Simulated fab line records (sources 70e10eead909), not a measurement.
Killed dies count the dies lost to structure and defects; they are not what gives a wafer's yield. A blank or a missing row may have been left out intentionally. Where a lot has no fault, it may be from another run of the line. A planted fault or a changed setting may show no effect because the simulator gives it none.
Matching of chambers | flow nand-harc | NHARC_A_STAIRCASE_DEP_151 on pecvd-01: 3 sister chambers
The step deposits SiO2, target thk 3800 nm. 6 wafers are shown with their chamber, then 10 later ones without.

## WAFERS PAIRED WITH THEIR CHAMBERS
wafer  | chamber | heater-power-w (W)
L085.5 | 2       | 512
L087.3 | 2       | 620
L088.4 | 0       | 538
L088.6 | 1       | 619
L090.2 | 0       | 673
L090.4 | 1       | 613

## WAFERS WITHOUT THEIR CHAMBER
wafer  | heater-power-w (W)
L090.6 | 507
L092.1 | 649
L092.3 | 579
L092.5 | 616
L094.3 | 582
L094.4 | 609
L094.6 | 520
L097.1 | 728
L097.2 | 601
L097.6 | 611

## THE CHAMBER EACH PASSED THROUGH
wafer  | from the rows above          | in truth
L090.6 | can't be placed: 2 or 0 or 1 | 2
L092.1 | can't be placed: 1 or 0 or 2 | 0
L092.3 | can't be placed: 2 or 0 or 1 | 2
L092.5 | can't be placed: 1 or 0 or 2 | 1
L094.3 | can't be placed: 2 or 0 or 1 | 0
L094.4 | can't be placed: 0 or 1 or 2 | 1
L094.6 | can't be placed: 2 or 0 or 1 | 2
L097.1 | can't be placed: 1 or 0 or 2 | 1
L097.2 | can't be placed: 0 or 1 or 2 | 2
L097.6 | can't be placed: 1 or 0 or 2 | 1
Correct placement for 0 of the 10. From these rows, 10 cannot be placed; in 10 the true chamber is one of the candidates. Number placed wrongly: 0.
How it was worked out, from the rows above alone: a wafer's distance from a chamber is the root of the sum, over the readings, of the square of ((its reading less the chamber's mean) divided by the reading's scatter). The wafer belongs to the nearest chamber; if the next one is less than 2 further off, it can't be placed. The mean given for a chamber averages the wafers shown for that chamber. The scatter is the square root of a quotient: the sum, over the shown wafers, of each reading's squared deviation from its chamber's mean, divided by wafers minus chambers.
